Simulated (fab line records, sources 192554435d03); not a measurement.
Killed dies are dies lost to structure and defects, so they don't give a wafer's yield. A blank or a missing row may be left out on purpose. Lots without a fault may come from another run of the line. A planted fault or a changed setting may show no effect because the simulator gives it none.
fab line records | flow n5_finfet
record lots=3 wafers=9 last_day=16
route steps=1938 shown BEOL_M4@1105 BEOL_M5@1112 PASSIVATION@1936
lots that met no fault: from a run of the same line without faults
start_h: hours from the record's first day to the start of the lot's first wafer shown | wait_h: hours since the lot's step before | " the same as in the row above | L1.1+2: a row that stands for several wafers | - no value, or no start given | * or withheld: withheld | < > ~ a bound
route shown NAME@n: a module of which the file shows steps, and the number in the route of the first | usual: mean/standard deviation of fault-free wafers | same: alike in all rows | chamber/n: place in a boat | sites: the reading at each site | _std_site: their standard deviation | _edge_site: outer sites' mean less inner sites' | radius_mm: how far each site lies from the wafer's centre | mask NAME#n: copy n | behind: the tool/chamber that last shaped the wafer | hold: why the lot was held/for how many hours/how that ended | device: the transistor (n, p or np) that didn't switch | end of line: the same wafers' tests at the end of the route | a step without rows: its recipe alone | killed: dies lost to structure and defects at the first sort, not the wafer's yield | map: a wafer's dies, x killed, . not, _ none there
set.NAME: the setting as run; set.NAME@STEP: as run at that earlier step | model.NAME: the simulator's own value behind a step, which no gauge read
lots at some steps of the route; a table a step, a row a wafer
services: from which hour (start_h, from the record's first day; less than 0 if before it) a tool's chamber was out of use, for how many hours, and why
## steps
# step N5_BEOL_M4_PRE_CLEAN_60
# recipe gas=NH3/H2 time_s=15 temp_c=* rf_power_w=300
# step N5_BEOL_M4_CO_CAP_55
# recipe material=Co target_thk_a=20 temp_c=200 precursor=CCTBA/H2 pressure_torr=30 time_s=102.1
# step N5_BEOL_M4_PRE_CLEAN_56
# recipe gas=NH3 time_s=15 temp_c=withheld rf_power_w=300
# step N5_BEOL_M4_DEP_57
# recipe material=SiCN target_thk_a=80 temp_c=withheld precursor=3MS/NH3 pressure_torr=3 rf_w=202 time_s=14
# step N5_BEOL_M5_ILD_DEP_00
# recipe material=SiCOH_lowk target_thk_a=1406.4 temp_c=300 precursor=DEMS/porogen pressure_torr=5 rf_w=500 time_s=25.9
# step N5_BEOL_M5_CURE_79
# recipe temp_c=385 time_s=240 ambient=He/Ar material=SiCOH_lowk
# step N5_BEOL_M5_PECVD_70
# recipe material=SiO2 target_thk_a=160 temp_c=400 precursor=TEOS/O2 pressure_torr=5.5 rf_w=450 teos_flow_sccm=53.8 gas=O2 flow_sccm=3000 time_s=18
# step N5_BEOL_M5_HM_DEP_02
# recipe material=TiN target_thk_a=200 temp_c=25 chamber_pressure_pa=0.49996
# usual susceptor_temp_C=24.99/0.1 throttle_valve_pct=29.7/0.97
# columns lot.wafer tool chamber start_h wait_h susceptor_temp_C throttle_valve_pct model.TiN_of_BEOL_M5_HM_DEP_02.thk_nm
L619.2 pvd_sputter-01 - 202.45 0.0 25.08 29.0 19.8
L619.5 " - " " 25.13 28.8 20.2
L619.6 " - " " 25.05 29.2 20
L624.2 pvd_sputter-02 - 239.33 0.2 25.10 30.5 19.4
L624.5 " - " " 24.82 29.0 19.4
L624.6 " - " " 25.08 30.5 19.6
L633.1 pvd_sputter-02 - 291.84 0.5 25.15 30.6 27.2
L633.2 " - " " 24.95 29.3 20
L633.3 " - " " 24.86 29.3 19.8
# step N5_BEOL_M5_COAT_59
# recipe resist=SOC temp_c=250 time_s=60 spin_rpm=1500 resist_thk_nm=60
# step N5_BEOL_M5_COAT_60
# recipe resist=SiARC temp_c=220 time_s=60 spin_rpm=1500 resist_thk_nm=12
# step N5_BEOL_M5_COAT_71
# recipe resist=underlayer temp_c=205 time_s=60 spin_rpm=1500 resist_thk_nm=5
# step N5_BEOL_M5_COAT_05
# recipe resist=CAR-EUV spin_rpm=1500 resist_thk_nm=30
# step N5_BEOL_M5_EBR_07
# recipe solvent=PGMEA ebr_width_mm=1.5
# step N5_BEOL_M5_SOFTBAKE_06
# recipe temp_c=110 time_s=60 resist=CAR-EUV
# step N5_BEOL_M5_EXPOSE_08
# recipe mask_id=M5 na=0.33 source_shape=annular sigma_inner=0.4 sigma_outer=0.8 polarization=unpolarized target_cd_nm=28 dose_mj=35.75
# step N5_BEOL_M5_PEB_09
# recipe peb_temp_c=100 peb_time_s=60 resist=CAR-EUV
# step N5_BEOL_M5_DEVELOP_10
# recipe develop_time_s=30 developer=TMAH resist=CAR-EUV rinse_liquid=surfactant_rinse dry=air_spin dev_temp_c=23
# step N5_BEOL_M5_DESCUM_16
# recipe chemistry=O2 time_s=7 source_power_w=50 bias_power_w=20 pressure_mtorr=20 rf_frequency_hz=2.712e+07 temp_c=40 resist=CAR-EUV o2_flow_sccm=225
# step N5_BEOL_M5_ETCH_72
# recipe chemistry=N2/H2 target=underlayer target_depth_a=65 mask_material=CAR-EUV time_s=5.2 ion_energy_ev=200 pressure_mtorr=30 source_w=840 bias_w=150 n2_flow_sccm=200 h2_flow_sccm=200 ends=cleared
# step N5_BEOL_M5_ETCH_61
# recipe chemistry=CF4 target=SiARC target_depth_a=156 mask_material=CAR-EUV time_s=26 ion_energy_ev=80 pressure_mtorr=40 source_w=545 bias_w=36 Ar_flow_sccm=100 cf4_flow_sccm=100 ends=cleared
# step N5_BEOL_M5_ETCH_62
# recipe chemistry=N2/H2 target=SOC target_depth_a=750 overetch_a=150 mask_material=SiARC temp_c=40 time_s=112.5 ion_energy_ev=200 pressure_mtorr=30 source_w=840 bias_w=150 n2_flow_sccm=200 h2_flow_sccm=200
# step N5_BEOL_M5_STRIP_63
# recipe chemistry=N2/H2 temp_c=40 n2_flow_sccm=200 h2_flow_sccm=200 rf_frequency_hz=6e+07
# step N5_BEOL_M5_STRIP_73
# recipe chemistry=N2/H2 temp_c=40 n2_flow_sccm=200 h2_flow_sccm=200 rf_frequency_hz=6e+07
# step N5_BEOL_M5_STRIP_64
# recipe chemistry=CF4 resist=SiARC power_w=300 bias_power_w=75 pressure_mtorr=50 cf4_flow_sccm=150 rf_frequency_hz=6e+07
# step N5_BEOL_M5_HM_OPEN_17
# recipe chemistry=Cl2/BCl3 target_depth_a=200 overetch_a=60 target=TiN mask_material=SOC ion_energy_ev=150 pressure_mtorr=10 icp_w=1000 bias_w=126 Cl2_flow_sccm=53.25 bcl3_flow_sccm=21.75 Ar_flow_sccm=25
# usual drypump_motor_current_A=5.8/0.39 he_backside_leak_sccm=3.32/0.21 mfc_ar_sccm=24.99/0.082 oes_product_au=0.64/0.044 throttle_valve_pct=22.39/0.094
# columns lot.wafer tool chamber start_h wait_h drypump_motor_current_A he_backside_leak_sccm mfc_ar_sccm oes_product_au rf_hours_counter_h throttle_valve_pct model.etch.depth_nm
L619.2 rie_metal-03 0 203.72 0.0 6.4 3.56 24.92 0.56 100 22.34 19.82
L619.5 " 1 " " 6.0 3.29 25.12 0.66 - 22.43 20.13
L619.6 " 0 " " 6.4 3.71 24.95 0.56 - 22.35 19.97
L624.2 rie_metal-02 1 240.22 0.0 5.8 3.41 24.96 0.74 11 22.25 19.46
L624.5 " 0 " " 5.2 3.29 25.01 0.63 - 22.15 19.48
L624.6 " 1 " " 5.8 3.53 24.87 0.74 - 22.27 19.62
L633.1 rie_metal-02 0 292.78 0.0 5.2 3.61 24.97 0.75 46 21.92 26.61
L633.2 " 1 " " 5.7 3.26 24.98 0.72 15 22.26 19.9
L633.3 " 0 " " 5.2 3.39 24.99 0.63 - 22.14 19.81
# step N5_BEOL_M5_STRIP_19
# recipe chemistry=O2 power_w=400 temp_c=40 pressure_mtorr=30 rf_frequency_hz=6e+07 bias_power_w=0 overash_fraction=0.2 o2_flow_sccm=225
# step N5_BEOL_M5_COAT_65
# recipe resist=SOC temp_c=250 time_s=60 spin_rpm=1500 resist_thk_nm=60
# step N5_BEOL_M5_COAT_66
# recipe resist=SiARC temp_c=220 time_s=60 spin_rpm=1500 resist_thk_nm=12
# step N5_BEOL_M5_COAT_74
# recipe resist=underlayer temp_c=205 time_s=60 spin_rpm=1500 resist_thk_nm=5
# step N5_BEOL_M5_COAT_22
# recipe resist=CAR-EUV spin_rpm=1500 resist_thk_nm=30
# step N5_BEOL_M5_EBR_24
# recipe solvent=PGMEA ebr_width_mm=1.5
# step N5_BEOL_M5_SOFTBAKE_23
# recipe temp_c=110 time_s=60 resist=CAR-EUV
# step N5_BEOL_M5_EXPOSE_25
# recipe mask_id=V4 na=0.33 source_shape=quasar sigma_inner=0.2 sigma_outer=0.6 polarization=unpolarized defocus_nm=10 dose_mj=52.75
# step N5_BEOL_M5_TRENCH_ETCH_37
# recipe chemistry=C4F6/O2 target_depth_a=716.52 target=SiCOH_lowk time_s=24.7 ion_energy_ev=250 pressure_mtorr=30 source_w=345 bias_w=185 Ar_flow_sccm=300 C4F6_flow_sccm=10 O2_flow_sccm=10
# usual drypump_motor_current_A=5.9/0.4 mfc_ar_sccm=300.0/0.81 oes_product_au=0.76/0.093 rf_vpp_V=664/11 showerhead_plenum_p_Torr=2.84/0.11 throttle_valve_pct=20.97/0.29
# columns lot.wafer tool chamber start_h wait_h drypump_motor_current_A mfc_ar_sccm oes_product_au rf_hours_counter_h rf_vpp_V showerhead_plenum_p_Torr throttle_valve_pct model.TiN_of_BEOL_M5_HM_DEP_02.thk_nm model.BEOL_M5.cd_nm
L619.2 rie_diel-01 2 - - 5.3 299.8 0.90 21 672 2.78 20.76 17.6 28
L619.5 " 2 " " 5.2 300.5 0.90 - 672 2.78 20.76 18 28.2
L619.6 " 3 " " 5.6 298.9 0.71 - 662 2.96 21.26 17.8 28.2
L624.2 rie_diel-01 2 - - 5.2 298.9 0.88 29 672 2.78 20.79 17.4 28
L624.5 " 0 " " 6.2 299.3 0.70 - 665 2.71 21.10 17.4 27.8
L624.6 " 1 " " 6.1 300.4 0.69 - 664 2.81 21.15 17.6 28.2
L633.1 rie_diel-05 0 - - 6.4 298.6 0.88 28 663 3.00 21.07 25.2 28
L633.2 " 2 " " 6.2 300.7 0.97 7 688 3.03 20.39 17.6 28
L633.3 " 3 " " 6.2 300.0 0.67 248 683 2.92 21.18 17.8 28.2
# step N5_PASSIVATION_PROBE_49
# usual defect_limited_yield=91.4/1.5 killed_at_M0_to_M3=32/9.8 killed_at_M4_up=15/5.6 killed_at_contacts=12/5.4 killed_at_front_end=40/13 killed_at_other=3.0/2.1 killed_dies=102/17 killed_open=67/13 killed_short=32/7.1 sort_bin_5_function=5.1/0.96 sort_bin_6_memory=3.2/0.7 sort_n_pass=1078/18 sort_yield_pct=91.3/1.5
# same gross_dies=1180 killed_at_back_side=0 sort_bin_4_leakage[%]=0 sort_bin_8_speed[%]=0
# columns lot.wafer tool chamber start_h wait_h defect_limited_yield[%] killed_at_M0_to_M3 killed_at_M4_up killed_at_contacts killed_at_front_end killed_at_other killed_dies killed_open killed_short sort_bin_5_function[%] sort_bin_6_memory[%] sort_n_pass sort_yield_pct[%]
L633.1 prober-01 - 394.13 0.0 91.9 16 30 6 43 0 95 51 23 5.2 2.8 1085 91.9
# killed by level:class
L633.1 BEOL_M5:area_open=21 FIN_SAQP:geometric_particle:open=14 STI_FIN_REVEAL:geometric_particle:open=8 FIN_SAQP:geometric_particle:short=5 MOL_CONTACT_COAG:geometric_particle:open=5 BEOL_M0_SAQP:geometric_particle:short=5 BEOL_M1:geometric_particle:open=5 STARTING-WAFER:geometric_particle:short=4
## services
# columns tool chamber start_h hours kind
rie_diel-05 0 192.88 - clean
rie_diel-05 0 192.88 - consumable_replace:focus_ring
rie_diel-05 0 192.88 - consumable_replace:showerhead
rie_diel-05 0 192.88 15.2 scheduled_down
rie_diel-05 0 192.88 15.2 vent_cycle
rie_metal-03 - 196.00 0.4 repair
rie_diel-05 1 197.55 24.1 repair
pvd_sputter-02 - 200.34 4.0 repair
rie_metal-02 - 203.10 2.8 pm
rie_metal-03 1 230.89 8.2 repair
rie_diel-05 1 244.64 5.5 repair
rie_diel-01 0 249.43 3.8 repair
rie_diel-05 2 250.16 - clean
rie_diel-05 2 250.16 - consumable_replace:focus_ring
rie_diel-05 2 250.16 - consumable_replace:showerhead
rie_diel-05 2 250.16 21.8 scheduled_down
rie_diel-05 2 250.16 21.8 vent_cycle
rie_metal-03 - 256.46 0.2 repair
rie_diel-01 2 265.90 16.8 repair
## key
first_sign step=N5_PASSIVATION_PROBE_49 reading=killed_at_M4_up direction=up sigmas=2.8 usual=15 struck=30
effect none on later readings
model_effect step=N5_BEOL_M5_HM_DEP_02 value=TiN_of_BEOL_M5_HM_DEP_02.thk_nm without=19.8 struck=27.2
model_effect step=N5_BEOL_M5_HM_OPEN_17 value=etch.depth_nm without=19.73 struck=26.61
model_effect step=N5_BEOL_M5_TRENCH_ETCH_37 value=TiN_of_BEOL_M5_HM_DEP_02.thk_nm without=17.6 struck=25.2
met_at N5_BEOL_M5_HM_DEP_02
struck_wafers L633.1
onset_between 239.33 291.84
fault kind=process_parameter_drift tool=pvd_sputter-02 chamber=- onset_h=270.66 steps=N5_BEOL_M5_HM_DEP_02 channel=target_thk_a offset=* shape=step end_h=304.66 scope=struck_wafers_only acts_in=* stated=*
